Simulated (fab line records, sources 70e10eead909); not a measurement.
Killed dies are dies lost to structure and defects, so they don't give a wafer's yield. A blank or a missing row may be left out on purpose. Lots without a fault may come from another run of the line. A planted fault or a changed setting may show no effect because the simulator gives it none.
fab line records | flow nand_harc
record lots=13 wafers=39 last_day=25
route steps=1159 shown P_ZERO_WELL@32 P_STI@109 P_GATE@145
lots that met no fault: from a run of the same line without faults
start_h: hours from the record's first day to the start of the lot's first wafer shown | wait_h: hours since the lot's step before | " the same as in the row above | L1.1+2: a row that stands for several wafers | - no value, or no start given | * or withheld: withheld | < > ~ a bound
route shown NAME@n: a module of which the file shows steps, and the number in the route of the first | usual: mean/standard deviation of fault-free wafers | same: alike in all rows | chamber/n: place in a boat | sites: the reading at each site | _std_site: their standard deviation | _edge_site: outer sites' mean less inner sites' | radius_mm: how far each site lies from the wafer's centre | mask NAME#n: copy n | behind: the tool/chamber that last shaped the wafer | hold: why the lot was held/for how many hours/how that ended | device: the transistor (n, p or np) that didn't switch | end of line: the same wafers' tests at the end of the route | a step without rows: its recipe alone | killed: dies lost to structure and defects at the first sort, not the wafer's yield | map: a wafer's dies, x killed, . not, _ none there
set.NAME: the setting as run; set.NAME@STEP: as run at that earlier step | model.NAME: the simulator's own value behind a step, which no gauge read
steps of the route over a sample of lots; a table a step, a row a wafer
services: from which hour (start_h, from the record's first day; less than 0 if before it) a tool's chamber was out of use, for how many hours, and why
## steps
# step NHARC_P_ZERO_WELL_IMPLANT_27
# recipe energy_kev=600 dose_cm2=1e+13 tilt_deg=7
# columns lot.wafer tool chamber start_h wait_h
L808.1+4+5 implanter-01 0 14.65 0.1
L809.1+3+6 implanter-01 0 21.14 0.1
L811.2+4+5 implanter-01 0 32.82 0.2
L812.1+3+4 implanter-01 0 38.65 0.1
L813.2+3+6 implanter-02 0 44.93 0.1
L814.2+5+6 implanter-02 0 50.93 0.1
L815.1+4+6 implanter-01 0 56.90 0.1
L815.1+4+6 implanter-01 0 57.32 0.4
L817.1+2+3 implanter-02 0 69.32 0.1
L817.1+2+3 implanter-02 0 69.73 0.4
L826.1+3+6 implanter-02 0 122.77 0.1
L827.2+4+5 implanter-02 0 128.93 0.1
L828.1+3+5 implanter-02 0 134.76 0.1
L829.1+2+3 implanter-02 0 140.90 0.1
L831.2+3+5 implanter-02 0 152.94 0.2
# step NHARC_P_STI_INSPECT_25
# usual raw_defect_count=236/110
# columns lot.wafer tool chamber start_h wait_h raw_defect_count
L809.1 defect_inspect-02 - 67.20 0.4 282
L809.3 " - " " 282
L809.6 " - " " 393
L808.1 defect_inspect-01 - 67.21 0.4 623
L808.4 " - " " 664
L808.5 " - " " 790
L811.2 defect_inspect-01 - 82.54 0.4 311
L811.4 " - " " 195
L811.5 " - " " 253
L812.1 defect_inspect-01 - 87.04 0.4 201
L812.3 " - " " 105
L812.4 " - " " 103
L814.2 defect_inspect-01 - 94.54 0.4 212
L814.5 " - " " 351
L814.6 " - " " 294
L813.2 defect_inspect-02 - 94.55 0.4 179
L813.3 " - " " 218
L813.6 " - " " 245
L815.1 defect_inspect-01 - 107.96 0.4 279
L815.4 " - " " 141
L815.6 " - " " 124
L817.1 defect_inspect-01 - 121.05 0.4 197
L817.2 " - " " 225
L817.3 " - " " 220
L826.1 defect_inspect-02 - 178.76 0.4 147
L826.3 " - " " 179
L826.6 " - " " 93
L828.1 defect_inspect-02 - 187.03 0.4 213
L828.3 " - " " 97
L828.5 " - " " 248
L827.2 defect_inspect-01 - 187.03 0.4 236
L827.4 " - " " 196
L827.5 " - " " 225
L829.1 defect_inspect-01 - 195.24 0.4 453
L829.2 " - " " 206
L829.3 " - " " 355
L831.2 defect_inspect-01 - 205.42 0.4 234
L831.3 " - " " 238
L831.5 " - " " 231
# step NHARC_P_GATE_ETCH_104
# recipe target_depth_a=600 time_s=withheld cf4_flow_sccm=100 chf3_flow_sccm=30 ar_flow_sccm=0 rf_w=500 bias_w=200 chemistry=CF4/CHF3
# usual drypump_motor_current_A=5.8/0.44 oes_product_au=0.942/0.019 rf_vpp_V=371.8/2.6 showerhead_plenum_p_Torr=1.61/0.072 throttle_valve_pct=16.803/0.0094
# columns lot.wafer tool chamber start_h wait_h drypump_motor_current_A oes_product_au rf_vpp_V showerhead_plenum_p_Torr throttle_valve_pct
L808.4 rie_diel-02 1 89.41 0.1 6.7 0.982 372.5 1.66 16.817
L808.1 " 2 " " 6.3 0.971 373.2 1.63 16.784
L808.5 " 1 " " 6.7 0.979 373.1 1.66 16.808
L809.3 rie_diel-09 0 89.57 0.1 5.5 0.974 369.4 1.55 16.795
L809.1 " 2 " " 5.9 0.958 373.6 1.69 16.806
L809.6 " 3 " " 5.1 0.957 373.7 1.64 16.809
L811.2 rie_diel-09 0 106.32 0.1 5.5 0.928 369.8 1.55 16.805
L811.4 " 2 " " 5.9 0.930 375.3 1.68 16.798
L811.5 " 0 " " 5.5 0.946 369.2 1.55 16.805
L812.1 rie_diel-09 1 109.46 0.1 6.2 0.944 372.4 1.66 16.805
L812.3 " 3 " " 5.1 0.915 373.8 1.64 16.809
L812.4 " 0 " " 5.5 0.977 371.2 1.55 16.797
L814.2 rie_diel-09 0 117.37 0.2 5.5 0.941 368.3 1.55 16.805
L814.5 " 1 " " 6.2 0.957 372.9 1.66 16.800
L814.6 " 2 " " 5.9 0.938 373.7 1.68 16.788
L813.3 rie_diel-09 0 118.09 0.1 5.5 0.939 368.9 1.55 16.803
L813.2 " 2 " " 5.8 0.925 373.8 1.68 16.803
L813.6 " 3 " " 5.1 0.919 372.9 1.64 16.821
L815.1 rie_diel-09 1 134.43 0.3 6.2 0.967 374.5 1.66 16.802
L815.4 " 2 " " 5.9 0.954 373.7 1.68 16.794
L815.6 " 1 " " 6.2 0.945 373.2 1.66 16.814
L817.3 rie_diel-02 0 148.36 0.1 5.7 0.946 367.7 1.47 16.816
L817.1 " 1 " " 6.7 0.952 374.7 1.65 16.792
L817.2 " 3 " " 5.9 0.961 366.8 1.47 16.787
L826.1 rie_diel-02 1 201.54 0.2 6.7 0.936 372.3 1.65 16.816
L826.3 " 0 " " 5.7 0.920 366.2 1.46 16.811
L826.6 " 1 " " 6.8 0.942 372.1 1.65 16.814
L827.4 rie_diel-09 3 210.91 0.1 5.2 0.953 372.7 1.64 16.813
L827.2 " 2 " " 5.9 0.973 375.4 1.68 16.808
L827.5 " 3 " " 5.1 0.950 373.2 1.64 16.798
L828.3 rie_diel-07 3 211.56 0.1 5.4 0.916 373.1 1.65 16.786
L828.1 " 2 " " 6.0 0.935 373.7 1.68 16.791
L828.5 " 2 " " 6.0 0.940 373.1 1.68 16.812
L829.3 rie_diel-02 1 217.50 0.1 6.7 0.971 373.6 1.65 16.810
L829.1 " 2 " " 6.3 0.963 371.9 1.62 16.804
L829.2 " 0 " " 5.7 0.956 367.0 1.46 16.794
L831.3 rie_diel-09 2 227.78 0.1 5.9 0.935 376.0 1.68 16.793
L831.2 " 0 " " 5.5 0.920 371.4 1.54 16.816
L831.5 " 1 " " 6.2 0.933 374.3 1.66 16.813
# step NHARC_P_GATE_HM_OPEN_105
# recipe target_depth_a=3600 o2_flow_sccm=400 cos_flow_sccm=20 ar_flow_sccm=0 rf_w=500 bias_w=300 chemistry=O2/COS
# usual drypump_motor_current_A=5.8/0.42 oes_product_au=0.997/0.0096 rf_vpp_V=469/3.2 showerhead_plenum_p_Torr=3.19/0.15 throttle_valve_pct=28.328/0.009
# columns lot.wafer tool chamber start_h wait_h drypump_motor_current_A oes_product_au rf_hours_counter_h rf_vpp_V showerhead_plenum_p_Torr throttle_valve_pct
L808.1 rie_diel-02 0 - - 5.7 0.973 33 464 2.92 28.329
L808.4 " 1 " " 6.7 0.998 33 471 3.29 28.327
L808.5 " 2 " " 6.3 0.994 - 469 3.22 28.325
L809.1 rie_diel-09 2 - - 5.9 1.000 0 473 3.34 28.354
L809.3 " 3 " " 5.1 0.997 0 470 3.26 28.337
L809.6 " 2 " " 5.9 1.005 - 471 3.34 28.308
L811.4 rie_diel-09 0 - - 5.5 1.012 1 466 3.07 28.325
L811.2 " 3 " " 5.1 0.990 3 469 3.26 28.331
L811.5 " 1 " " 6.2 1.012 - 472 3.30 28.325
L812.4 rie_diel-09 1 - - 6.2 1.016 3 470 3.30 28.328
L812.1 " 3 " " 5.1 0.995 3 470 3.26 28.336
L812.3 " 0 " " 5.5 1.004 1 466 3.07 28.326
L814.2 rie_diel-09 1 - - 6.2 1.007 4 470 3.30 28.327
L814.5 " 2 " " 5.9 1.006 - 470 3.34 28.331
L814.6 " 3 " " 5.1 0.987 - 469 3.25 28.320
L813.3 rie_diel-09 2 - - 5.9 1.004 4 473 3.34 28.331
L813.2 " 0 " " 5.5 0.999 3 466 3.07 28.327
L813.6 " 1 " " 6.2 1.008 - 469 3.30 28.314
L815.1 rie_diel-09 2 - - 5.9 0.997 6 472 3.34 28.333
L815.4 " 0 " " 5.5 1.003 5 467 3.07 28.333
L815.6 " 3 " " 5.1 0.994 - 470 3.25 28.321
L817.2 rie_diel-02 1 - - 6.7 1.009 53 471 3.28 28.321
L817.3 " 2 " " 6.3 0.969 56 469 3.21 28.312
L817.1 " 3 " " 5.9 0.992 52 462 2.92 28.328
L826.1 rie_diel-02 2 - - 6.3 0.988 16 469 3.21 28.322
L826.3 " 1 " " 6.7 1.008 11 471 3.27 28.331
L826.6 " 3 " " 5.9 1.007 - 461 2.91 28.328
L827.2 rie_diel-09 1 - - 6.2 1.010 20 471 3.29 28.315
L827.4 " 2 " " 5.9 0.997 18 472 3.33 28.312
L827.5 " 3 " " 5.1 0.994 - 469 3.25 28.318
L828.3 rie_diel-07 0 - - 6.3 0.975 58 470 3.27 28.308
L828.1 " 2 " " 6.1 1.005 60 472 3.34 28.329
L828.5 " 2 " " 6.0 1.001 - 471 3.34 28.324
L829.3 rie_diel-02 0 - - 5.7 0.988 21 464 2.90 28.347
L829.1 " 2 " " 6.3 0.992 22 469 3.20 28.332
L829.2 " 3 " " 5.9 0.987 23 462 2.91 28.322
L831.2 rie_diel-09 0 - - 5.5 1.005 20 466 3.06 28.332
L831.3 " 2 " " 5.9 1.003 21 472 3.33 28.326
L831.5 " 1 " " 6.2 1.015 - 470 3.29 28.325
## services
# columns tool chamber start_h hours kind
rie_diel-02 1 -8.73 3.7 repair
rie_diel-09 3 -1.52 6.4 repair
rie_diel-09 0 0.05 14.2 repair
rie_diel-09 1 7.38 - clean
rie_diel-09 2 7.38 - clean
rie_diel-09 3 7.38 - clean
implanter-02 - 18.71 5.0 repair
rie_diel-09 0 31.88 - clean
rie_diel-09 1 31.88 - clean
implanter-02 - 49.03 0.6 repair
rie_diel-07 - 51.20 9.0 pm
rie_diel-07 3 67.75 6.8 repair
rie_diel-09 - 77.10 9.0 pm
implanter-02 - 85.00 13.0 pm
rie_diel-09 0 91.79 5.9 repair
rie_diel-02 3 112.53 7.5 repair
rie_diel-09 2 127.21 3.8 repair
rie_diel-02 - 150.74 9.0 pm
rie_diel-07 2 162.71 6.0 repair
rie_diel-02 1 175.79 11.4 repair
rie_diel-02 2 179.03 4.7 repair
rie_diel-09 - 194.31 1.1 repair
rie_diel-09 - 196.40 1.0 repair
rie_diel-07 1 209.74 2.7 repair
## key
first_sign step=NHARC_P_ZERO_WELL_IMPLANT_27 reading=visit direction=added
effect none on later readings
met_at NHARC_P_ZERO_WELL_IMPLANT_27
struck_lots L815,L817
tester_left_out L815,L817
not_acting_at NHARC_P_STI_INSPECT_25,NHARC_P_GATE_ETCH_104,NHARC_P_GATE_HM_OPEN_105
fault kind=repeated_step_whole tool=implanter-01,implanter-02 chamber=- onset_h=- steps=NHARC_P_ZERO_WELL_IMPLANT_27 times=1 scope=struck_lots_only
# tester_left_out: of these lots the tester's yield and bins aren't shown, on N5 and GAA mostly nor the transistor test; their killed dies are dies lost to structure and defects alone, not to doping, threshold or leakage, so they don't give the yield
